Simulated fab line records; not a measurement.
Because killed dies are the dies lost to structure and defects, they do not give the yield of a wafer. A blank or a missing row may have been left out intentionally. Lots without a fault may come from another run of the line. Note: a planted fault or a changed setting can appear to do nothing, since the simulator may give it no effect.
The same fault as seen by 2 desks + flow nand-harc + each desk has only its own numbers; what lay behind them comes last

== THE DEFECT DESK ==
Lot by lot, what the route's inspections counted, given as the mean of those sampled wafers with a number. A lot is out of limits, marked OUT, if its mean lies more than 4 standard deviations from the usual mean; the brackets give that distance.
Columns: A = raw-defect-count at NHARC_A_SLIT_INSPECT_11, usual 59
| lot  | first seen here | A   |
|------|-----------------|-----|
| L188 | day 19 21:12    | 69  |
| L187 | day 19 23:50    | 108 |
| L193 | day 21 19:50    | 22  |
| L195 | day 23 11:16    | 128 |
| L196 | day 23 11:25    | 42  |
| L198 | day 24 08:51    | 35  |
| L201 | day 25 12:13    | 17  |
| L203 | day 26 23:02    | 30  |
| L204 | day 27 10:35    | 28  |
| L205 | day 27 18:29    | 26  |
| L207 | day 27 18:56    | 24  |
| L206 | day 27 19:51    | 90  |
| L209 | day 28 20:52    | 51  |
Finding of this desk: none of the 13 lots has anything out of limits.

== FOR THE TOOL OWNER'S DESK: ald-metal-04 ==
The tool's own readings at NHARC_A_WL_FILL_ALD_02 (deposits TiN, target thk 2 nm, pulse time 3 s, ald cycles 100): means of the sampled wafers that have a number, for each lot that ran on this tool. A lot is out of limits, marked OUT, if its mean lies more than 4 standard deviations from the usual mean; the brackets give that distance.
Columns: A = heater-power-outer-w at NHARC_A_WL_FILL_ALD_02, usual 710 W; B = heater-power-w at NHARC_A_WL_FILL_ALD_02, usual 1121 W; C = precursor-pulse-height-rel at NHARC_A_WL_FILL_ALD_02, usual 1.001
| lot  | first seen here | A   | B    | C     |
|------|-----------------|-----|------|-------|
| L193 | day 22 09:28    | 750 | 1171 | 1.009 |
| L195 | day 24 00:49    | 752 | 1259 | 0.995 |
Finding of this desk: none of the 2 lots has anything out of limits.

== PUT TOGETHER ==
No out-of-limits result turned up at the defect desk.
Nothing out of limits was seen by the tool owner's desk.

== WHAT HAD BEEN PUT IN BY THE SIMULATOR ==
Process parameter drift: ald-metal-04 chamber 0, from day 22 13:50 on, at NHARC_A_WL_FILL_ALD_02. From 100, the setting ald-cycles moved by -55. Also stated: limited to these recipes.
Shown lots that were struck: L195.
